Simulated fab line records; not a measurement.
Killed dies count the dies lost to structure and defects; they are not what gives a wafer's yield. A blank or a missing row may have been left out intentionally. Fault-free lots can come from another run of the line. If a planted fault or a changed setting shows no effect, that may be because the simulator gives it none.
fab line records | flow n5-finfet | part 2 of 2: steps 20 to 20 of 20
record: lots: 6 | wafers: 17 | last-day: 16
route steps=1938 shown FIN_CUT@161 BEOL_M4@1111 PASSIVATION@1936
lots untouched by any fault: they come from a run of this same line in which no faults occurred
start-h: the number of hours between the record's first day and the start of the first shown wafer of the lot | wait-h: time in hours since the lot's previous step | " repeats the value in the row above | L1.1+2: several wafers, shown together as one row | - either no value or no given start | * or withheld: withheld | < > ~ a bound
route shown NAME@n: NAME is a module with steps in the file, n the number in the route of the first one | usual: mean and standard deviation over wafers with no fault | same: alike in all rows | chamber/n: place in a boat | sites: each site's reading | _std_site: how widely they spread, as a standard deviation | _edge_site: outer sites' mean less inner sites' | radius-mm: how far each site lies from the wafer's centre | mask NAME#n: copy n | behind: the last tool/chamber to shape the wafer | hold: the reason the lot was held/the length of the hold in hours/how it ended | device: which transistor (n, p or np) failed to switch | end of line: tests of these same wafers at the route's end | where a step has no rows: the recipe by itself | killed: not the wafer's yield, but the dies lost to structure and defects at the first sort | map: dies across one wafer; x = killed, . = not, _ = none there
set.NAME: the setting the step ran with; set.NAME@STEP: the setting that earlier step ran with | model.NAME: the simulator's own value behind a step, which no gauge read
lots at some steps of the route; a table a step, a row a wafer
services: from which hour (start-h, from the record's first day; less than 0 if before it) a tool's chamber was out of use, for how many hours, and why
== steps ==
step: N5_PASSIVATION_PROBE_49
usual: defect-limited-yield: 91.3/1.5 | killed_at_M0_to_M3: 35/10 | killed_at_M4_up: 13/5.3 | killed-at-contacts: 12/5.7 | killed-at-front-end: 39/11 | killed-at-other: 3.3/2.7 | killed-dies: 102/18 | killed-open: 67/13 | killed-short: 34/7.8 | sort_bin_5_function: 5.1/1 | sort_bin_6_memory: 3.3/0.68 | sort-n-pass: 1078/18 | sort-yield-pct: 91.3/1.5
same: gross-dies: 1180 | killed-at-back-side: 0 | sort_bin_4_leakage[%]: 0 | sort_bin_8_speed[%]: 0
lot.wafer | tool      | chamber | start-h | wait-h | defect-limited-yield[%] | killed_at_M0_to_M3 | killed_at_M4_up | killed-at-contacts | killed-at-front-end | killed-at-other | killed-dies | killed-open | killed-short | sort_bin_5_function[%] | sort_bin_6_memory[%] | sort-n-pass | sort-yield-pct[%]
L817.1    | prober-01 | -       | 254.71  | 0.0    | 93.3                    | 33                 | 12              | 10                 | 24                  | 0               | 79          | 54          | 25           | 4.4                    | 2.1                  | 1101        | 93.3
L817.2    | prober-01 | -       | 254.76  | 0.1    | 89.5                    | 51                 | 10              | 12                 | 51                  | 0               | 124         | 71          | 52           | 6.3                    | 3.6                  | 1056        | 89.5
L817.6    | prober-01 | -       | 254.96  | 0.3    | 91.5                    | 31                 | 13              | 11                 | 42                  | 3               | 100         | 73          | 27           | 5.7                    | 2.6                  | 1080        | 91.5
L824.1    | prober-01 | -       | 308.96  | 0.0    | 88.7                    | 32                 | 28              | 28                 | 42                  | 3               | 133         | 93          | 39           | 6.3                    | 4.7                  | 1047        | 88.7
L824.5    | prober-01 | -       | 309.16  | 0.2    | 91.7                    | 23                 | 23              | 23                 | 26                  | 3               | 98          | 60          | 36           | 4.8                    | 3.2                  | 1082        | 91.7
L824.6    | prober-01 | -       | 309.21  | 0.3    | 90.3                    | 32                 | 21              | 11                 | 43                  | 8               | 115         | 73          | 37           | 6.5                    | 2.8                  | 1065        | 90.3
L826.1    | prober-02 | -       | 312.34  | 0.0    | 92.5                    | 31                 | 18              | 10                 | 29                  | 0               | 88          | 56          | 32           | 3.6                    | 3.4                  | 1092        | 92.5
L826.4    | prober-02 | -       | 312.49  | 0.2    | 92.5                    | 51                 | 8               | 5                  | 23                  | 1               | 88          | 64          | 24           | 4.4                    | 3.0                  | 1092        | 92.5
L826.5    | prober-02 | -       | 312.54  | 0.2    | 93.7                    | 36                 | 10              | 6                  | 21                  | 1               | 74          | 47          | 27           | 3.0                    | 3.1                  | 1106        | 93.7
L827.1    | prober-02 | -       | 334.00  | 0.0    | 90.5                    | 54                 | 11              | 9                  | 30                  | 8               | 112         | 75          | 35           | 5.9                    | 3.3                  | 1068        | 90.5
L827.4    | prober-02 | -       | 334.15  | 0.2    | 92.0                    | 32                 | 13              | 18                 | 31                  | 0               | 94          | 70          | 23           | 5.1                    | 2.7                  | 1086        | 92.0
L827.5    | prober-02 | -       | 334.20  | 0.2    | 90.8                    | 42                 | 17              | 11                 | 34                  | 4               | 108         | 72          | 36           | 4.6                    | 4.4                  | 1072        | 90.8
L837.2    | prober-01 | -       | 375.57  | 0.1    | 90.4                    | 32                 | 19              | 10                 | 51                  | 1               | 113         | 65          | 40           | 5.9                    | 2.7                  | 1067        | 90.4
L837.3    | prober-01 | -       | 375.62  | 0.1    | 90.0                    | 50                 | 16              | 10                 | 40                  | 2               | 118         | 73          | 45           | 6.7                    | 3.1                  | 1062        | 90.0
L837.4    | prober-01 | -       | 375.67  | 0.2    | 89.0                    | 43                 | 14              | 18                 | 47                  | 8               | 130         | 85          | 45           | 6.5                    | 4.3                  | 1050        | 89.0
L838.3    | prober-01 | -       | 389.22  | 0.1    | 91.7                    | 14                 | 12              | 15                 | 57                  | 0               | 98          | 65          | 28           | 4.2                    | 3.6                  | 1082        | 91.7
L838.4    | prober-01 | -       | 389.27  | 0.2    | 89.7                    | 34                 | 19              | 13                 | 51                  | 5               | 122         | 83          | 36           | 6.4                    | 3.4                  | 1058        | 89.7
killed by level:class
L817.1 BEOL_M0_SAQP:geometric-particle:open=12 MOL_CONTACT_COAG:geometric-particle:open=8 BEOL_M0_SAQP:geometric-particle:short=8 FIN_SAQP:geometric-particle:short=7 BEOL_M2:geometric-particle:open=7 BEOL_M4:geometric-particle:open=7 BEOL_M1:geometric-particle:open=4 FIN_SAQP:geometric-particle:open=3
L817.2 BEOL_M0_SAQP:geometric-particle:short=15 BEOL_M0_SAQP:geometric-particle:open=13 FIN_SAQP:geometric-particle:short=11 MOL_CONTACT_COAG:geometric-particle:open=11 BEOL_M2:geometric-particle:open=10 DUMMY_GATE:geometric-particle:open=9 STI_FIN_REVEAL:geometric-particle:open=6 BEOL_M2:geometric-particle:short=5
L817.6 BEOL_M2:geometric-particle:open=18 FIN_SAQP:geometric-particle:open=8 STI_FIN_REVEAL:geometric-particle:open=8 DUMMY_GATE:geometric-particle:open=8 MOL_CONTACT_COAG:geometric-particle:open=7 BEOL_M4:geometric-particle:open=6 BEOL_M0_SAQP:geometric-particle:short=5 FIN_SAQP:geometric-particle:short=4
L824.1 MOL_CONTACT_COAG:geometric-particle:open=23 BEOL_M4:geometric-particle:open=12 FIN_SAQP:geometric-particle:open=11 BEOL_M0_SAQP:geometric-particle:short=9 STI_FIN_REVEAL:geometric-particle:open=7 BEOL_M0_SAQP:geometric-particle:open=7 GATE_CUT:geometric-particle:short=5 BEOL_M4:geometric-particle:short=5
L824.5 MOL_CONTACT_COAG:geometric-particle:open=15 MOL_CONTACT_COAG:geometric-particle:short=8 BEOL_M4:geometric-particle:short=8 BEOL_M0_SAQP:geometric-particle:open=7 FIN_SAQP:geometric-particle:open=5 DUMMY_GATE:geometric-particle:open=5 BEOL_M0_SAQP:geometric-particle:short=5 BEOL_M4:geometric-particle:open=5
L824.6 BEOL_M4:geometric-particle:open=10 BEOL_M2:geometric-particle:open=10 MOL_CONTACT_COAG:geometric-particle:open=9 BEOL_M0_SAQP:geometric-particle:short=9 DUMMY_GATE:geometric-particle:open=8 GATE_CUT:geometric-particle:short=8 FIN_SAQP:geometric-particle:open=6 BEOL_M1:geometric-particle:open=6
L826.1 STI_FIN_REVEAL:geometric-particle:open=9 BEOL_M0_SAQP:geometric-particle:short=9 BEOL_M4:geometric-particle:open=8 MOL_CONTACT_COAG:geometric-particle:open=7 BEOL_M3:geometric-particle:open=5 BEOL_M0_SAQP:geometric-particle:open=5 STI_FIN_REVEAL:geometric-particle:short=4 BEOL_M0:geometric-particle:open=4
L826.4 BEOL_M0_SAQP:geometric-particle:open=11 BEOL_M0_SAQP:geometric-particle:short=11 BEOL_M2:geometric-particle:open=11 STI_FIN_REVEAL:geometric-particle:open=6 BEOL_M3:geometric-particle:open=6 DUMMY_GATE:geometric-particle:open=5 MOL_CONTACT_COAG:geometric-particle:open=5 FIN_SAQP:geometric-particle:open=4
L826.5 BEOL_M0_SAQP:geometric-particle:short=12 BEOL_M0_SAQP:geometric-particle:open=11 DUMMY_GATE:geometric-particle:open=7 MOL_CONTACT_COAG:geometric-particle:open=5 BEOL_M1:geometric-particle:open=5 BEOL_M5:geometric-particle:short=4 STI_FIN_REVEAL:geometric-particle:short=3 BEOL_M0:geometric-particle:open=3
L827.1 BEOL_M0_SAQP:geometric-particle:open=14 BEOL_M0_SAQP:geometric-particle:short=13 STI_FIN_REVEAL:geometric-particle:open=10 MOL_CONTACT_COAG:geometric-particle:open=8 BEOL_M0:geometric-particle:open=7 FIN_SAQP:geometric-particle:open=6 BEOL_M2:geometric-particle:open=5 BEOL_M3:geometric-particle:open=5
L827.4 MOL_CONTACT_COAG:geometric-particle:open=14 STI_FIN_REVEAL:geometric-particle:open=11 BEOL_M4:geometric-particle:open=8 BEOL_M0_SAQP:geometric-particle:short=8 BEOL_M2:geometric-particle:open=7 DUMMY_GATE:geometric-particle:open=5 BEOL_M3:geometric-particle:open=5 MOL_CONTACT_COAG:geometric-particle:short=4
L827.5 BEOL_M0_SAQP:geometric-particle:open=14 MOL_CONTACT_COAG:geometric-particle:open=9 BEOL_M0_SAQP:geometric-particle:short=8 BEOL_M0:geometric-particle:open=8 STARTING-WAFER:geometric-particle:open=7 FIN_SAQP:geometric-particle:short=6 STI_FIN_REVEAL:geometric-particle:open=6 GATE_CUT:geometric-particle:short=4
L837.2 BEOL_M5:geometric-particle:open=7 MOL_CONTACT_COAG:geometric-particle:open=7 BEOL_M0_SAQP:geometric-particle:open=7 BEOL_M2:geometric-particle:open=7 HKMG_FIN:area-etch=7 FIN_SAQP:geometric-particle:short=6 BEOL_M1:geometric-particle:open=6 BEOL_M1:geometric-particle:short=5
L837.3 BEOL_M3:geometric-particle:open=14 FIN_SAQP:geometric-particle:short=11 BEOL_M1:geometric-particle:open=10 BEOL_M2:geometric-particle:open=9 MOL_CONTACT_COAG:geometric-particle:open=7 BEOL_M0_SAQP:geometric-particle:open=5 SPACER0:geometric-particle:short=4 GATE_CUT:geometric-particle:short=4
L837.4 BEOL_M1:geometric-particle:open=16 MOL_CONTACT_COAG:geometric-particle:open=15 FIN_SAQP:geometric-particle:short=13 BEOL_M3:geometric-particle:open=8 BEOL_M2:geometric-particle:open=7 BEOL_M4:geometric-particle:open=7 GATE_CUT:geometric-particle:short=5 PASS1_CAP:geometric-particle:open=4
L838.3 FIN_SAQP:geometric-particle:open=22 FIN_SAQP:geometric-particle:short=16 MOL_CONTACT_COAG:geometric-particle:open=14 BEOL_M1:geometric-particle:open=5 STI_FIN_REVEAL:geometric-particle:open=4 BEOL_M1:geometric-particle:short=4 STI_FIN_REVEAL:geometric-particle:short=3 GATE_CUT:geometric-particle:open=3
L838.4 FIN_SAQP:geometric-particle:open=14 BEOL_M1:geometric-particle:open=14 STI_FIN_REVEAL:geometric-particle:open=10 MOL_CONTACT_COAG:geometric-particle:open=10 BEOL_M0_SAQP:geometric-particle:short=7 BEOL_M4:geometric-particle:open=6 FIN_SAQP:geometric-particle:short=5 DUMMY_GATE:geometric-particle:open=5
== services ==
tool          | chamber | start-h | hours | kind
rie-si-05     | 0       | 10.17   | 1.0   | repair
rie-diel-02   | 3       | 21.33   | 9.5   | repair
rie-si-06     | -       | 28.38   | 1.0   | repair
rie-diel-03   | -       | 29.48   | 0.5   | repair
rie-si-05     | -       | 48.03   | 1.3   | repair
rie-diel-06   | 2       | 54.54   | -     | clean
rie-diel-06   | 2       | 54.54   | -     | consumable-replace:focus-ring
rie-diel-06   | 2       | 54.54   | 11.3  | scheduled-down
rie-diel-06   | 2       | 54.54   | 11.3  | vent-cycle
rie-si-01     | 1       | 60.09   | 4.1   | repair
vapor-etch-01 | 0       | 63.46   | 1.0   | repair
rie-diel-02   | -       | 83.82   | 14.6  | pm
rie-diel-06   | 1       | 87.13   | -     | clean
rie-diel-06   | 1       | 87.13   | -     | consumable-replace:focus-ring
rie-diel-06   | 1       | 87.13   | 27.5  | scheduled-down
rie-diel-06   | 1       | 87.13   | 27.5  | vent-cycle
rie-si-06     | 0       | 87.43   | 6.4   | repair
rie-diel-06   | 0       | 88.86   | 4.1   | repair
rie-diel-02   | 1       | 113.73  | 15.6  | repair
rie-diel-06   | 2       | 117.42  | 1.2   | repair
rie-diel-02   | 3       | 129.56  | -     | clean
rie-si-01     | 2       | 139.12  | 2.8   | repair
vapor-etch-01 | -       | 146.91  | 0.5   | repair
rie-diel-02   | 3       | 153.75  | 1.5   | repair
